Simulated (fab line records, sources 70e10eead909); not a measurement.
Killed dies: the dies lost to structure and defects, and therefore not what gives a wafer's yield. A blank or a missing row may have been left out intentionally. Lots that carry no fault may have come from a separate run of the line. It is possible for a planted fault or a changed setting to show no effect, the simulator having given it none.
The tool behind it: which one?	flow nand_harc	14 lots with 39 wafers sampled at 2 steps, on a route of 1302 steps

== WHAT EACH GAUGE READ, for each wafer ==
NHARC_A_ONON_D1_THK_MEAS_14: measures by ellipsometry. Usual: 999 nm for thk_nm, sd 12.
lot	measured	on	thk_nm (nm)	flag
L174	day 7 16:11	film_metro-02	1003 1001 1001	
L175	day 8 08:50	film_metro-01	1026 1025 1026	
L176	day 8 19:30	film_metro-02	1007 1005 1006	
L177	day 8 19:40	film_metro-01	985 985 985	
L178	day 9 12:25	film_metro-01	993 993 992	
L181	day 10 22:38	film_metro-02	972 974 974	
L185	day 12 09:58	film_metro-02	995 997	
L186	day 13 03:22	film_metro-02	992	
L189	day 13 19:09	film_metro-01	988 990 989	
L190	day 14 12:31	film_metro-01	1002 1000 1001	
L193	day 15 15:56	film_metro-01	1006 1006 1006	
L195	day 16 11:24	film_metro-02	991 991 991	
L196	day 16 22:13	film_metro-01	994 995 993	
L197	day 17 04:08	film_metro-01	1004 1004 1005	

NHARC_A_ONON_D1_INSPECT_32. Usual: 76 for raw_defect_count, sd 26.
lot	measured	on	raw_defect_count	flag
L174	day 8 02:47	defect_inspect-02	81 83 83	
L175	day 8 20:34	defect_inspect-01	54 43 54	
L176	day 9 08:40	defect_inspect-02	63 81 26	
L177	day 9 08:41	defect_inspect-01	43 104 71	
L178	day 10 02:42	defect_inspect-02	133 94 127	
L181	day 11 10:31	defect_inspect-02	111 68 53	
L185	day 12 23:29	defect_inspect-01	126 86	
L186	day 13 13:58	defect_inspect-02	106	
L189	day 14 05:36	defect_inspect-02	36 50 69	
L190	day 14 23:56	defect_inspect-02	36 70 45	
L193	day 16 02:28	defect_inspect-02	31 87 39	
L195	day 17 01:23	defect_inspect-02	93 97 85	
L196	day 17 09:57	defect_inspect-01	62 86 51	
L197	day 17 17:38	defect_inspect-01	67 62 54	

== WHICH TOOL RAN EACH LOT (tool, then ch and the chambers of the sampled wafers, then the start) ==
Before these readings, the record contains no process step.

== AS READ BY THE TOOLS THEMSELVES (means over the sampled wafers that have a number; for cases with no such wafer, the mark the record gives instead) ==
The record holds no such reading with a usual standard deviation.

== THE ANSWER, worked out from the rows above alone ==
Rule: a lot is off if the mean of its wafers that have a number lies more than 3 standard deviations from the usual mean. Also off: a lot with no number at a reading for which 4 or more lots have one. The other lots that the step has rows for count as sound. After the gauges, taken in route order, come the tools' own readings; for these a lot's mean is taken, as printed above. At the first step where some lot is off, the reading lying furthest off is the one used; lots without a number count as furthest.
No lot is off on any of the readings shown, so nothing can be concluded from this.

== WHAT THE SIMULATOR HAD INSERTED ==
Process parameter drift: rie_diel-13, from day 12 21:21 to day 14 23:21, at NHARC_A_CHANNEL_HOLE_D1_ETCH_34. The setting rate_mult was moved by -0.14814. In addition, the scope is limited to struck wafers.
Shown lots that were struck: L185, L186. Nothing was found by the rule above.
